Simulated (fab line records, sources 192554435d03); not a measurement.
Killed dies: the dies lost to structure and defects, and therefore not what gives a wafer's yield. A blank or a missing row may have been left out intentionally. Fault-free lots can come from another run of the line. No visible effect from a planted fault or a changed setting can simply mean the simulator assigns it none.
Chamber matching | flow n5 finfet | N5_BEOL_M0_TRENCH_ETCH_107 on rie diel-01 has 4 sister chambers
The step etches SiOC in C4F6/O2, target depth 32.8 nm, time 16.4 s. 4 wafers are shown with their chamber, then 9 later ones without.

== WAFERS WITH THEIR CHAMBER ==
wafer  | chamber | throttle valve pct (%)
L081.4 | 2       | 21.23
L091.2 | 0       | 20.79
L091.3 | 3       | 21.28
L091.6 | 1       | 20.52

== WAFERS WITHOUT THEIR CHAMBER ==
wafer  | throttle valve pct (%)
L093.1 | 21.28
L093.2 | 20.54
L093.5 | 20.54
L095.1 | 20.85
L095.3 | 20.81
L095.4 | 20.54
L097.2 | 20.80
L097.4 | 21.33
L097.5 | 20.88

== EACH ONE'S CHAMBER ==
wafer  | from the rows above     | in truth
L093.1 | can't be placed: 3 or 2 | 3
L093.2 | 1                       | 1
L093.5 | 1                       | 1
L095.1 | 0                       | 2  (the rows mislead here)
L095.3 | 0                       | 0
L095.4 | 1                       | 1
L097.2 | 0                       | 0
L097.4 | can't be placed: 3 or 2 | 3
L097.5 | 0                       | 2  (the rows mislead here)
Correct placement for 5 of the 9. These rows do not allow placing 2 (true chamber among the candidates in 2). Wrongly placed: 2.
How it was worked out, from the rows above alone: a wafer's distance from a chamber is the root of the sum, over the readings, of the square of ((its reading less the chamber's mean) divided by the reading's scatter). If the next closest chamber is less than 2 further off than the closest, the wafer can't be placed; otherwise it belongs to the closest. For every chamber, the mean is computed from those of its wafers that are shown. The scatter: root of mean squared gap, hidden wafer to nearest shown wafer, with one shown wafer a chamber.
